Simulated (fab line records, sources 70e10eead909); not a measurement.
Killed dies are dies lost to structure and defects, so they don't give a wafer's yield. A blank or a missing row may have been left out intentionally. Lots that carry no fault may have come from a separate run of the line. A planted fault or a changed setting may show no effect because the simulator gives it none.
Matching of chambers ; flow nandHarc ; 4 sister chambers for NHARC_P_GATE_ETCH_104 on rieDiel-12
The step etches the open film in CF4/CHF3, target depth 60 nm. 14 wafers are shown with their chamber, then 7 later ones without.

== WAFERS PAIRED WITH THEIR CHAMBERS ==
wafer;chamber;showerheadPlenumPTorr (Torr);rfVppV (V);cf4FlowSccm (sccm)
L077.1;3;1.52;368.3;99.64
L077.2;1;1.66;372.9;100.35
L077.6;1;1.66;373.8;100.18
L079.1;3;1.52;367.2;100.03
L079.2;0;1.58;371.1;100.03
L079.5;1;1.66;372.0;100.19
L083.2;1;1.66;373.8;99.95
L083.3;3;1.52;368.5;99.47
L083.5;3;1.52;368.7;100.02
L090.1;3;1.51;369.1;100.02
L090.3;2;1.55;369.8;100.30
L090.6;0;1.57;370.9;99.96
L092.3;1;1.65;374.0;100.06
L092.4;2;1.55;369.8;100.30

SIGNATURES (means of the wafers above)
reading;chamber 0;chamber 1;chamber 2;chamber 3;scatter within a chamber
showerheadPlenumPTorr;1.5750;1.6580;1.5500;1.5180;0.00458
rfVppV;371.000;373.300;369.800;368.360;0.699
cf4FlowSccm;99.9950;100.1460;100.3000;99.8360;0.193
Rule: for a wafer and a chamber, the distance is found by dividing, reading by reading, the gap between the wafer's reading and the chamber's mean by the reading's scatter, squaring, summing and taking the root. If the next closest chamber is less than 2 further off than the closest, the wafer can't be placed; otherwise it belongs to the closest. The scatter: the root of (the sum of the squares of (reading less its chamber's mean) over the shown wafers, divided by (wafers less chambers)).

== WAFERS MISSING THEIR CHAMBER ==
wafer;showerheadPlenumPTorr (Torr);rfVppV (V);cf4FlowSccm (sccm)
L092.6;1.57;370.0;100.10
L095.1;1.55;371.4;99.28
L095.2;1.57;369.3;99.93
L095.4;1.65;373.1;99.71
L096.1;1.65;372.8;99.96
L096.3;1.51;370.2;100.14
L096.5;1.57;372.8;99.85

== CHAMBER TAKEN BY EACH ==
wafer;from the rows above;in truth
L092.6;0;0
L095.1;can't be placed: 2 or 0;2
L095.2;0;0
L095.4;1;1
L096.1;1;1
L096.3;3;3
L096.5;0;0
Placed correctly: 6 of 7. These rows do not allow placing 1 (true chamber among the candidates in 1). Number placed wrongly: 0.
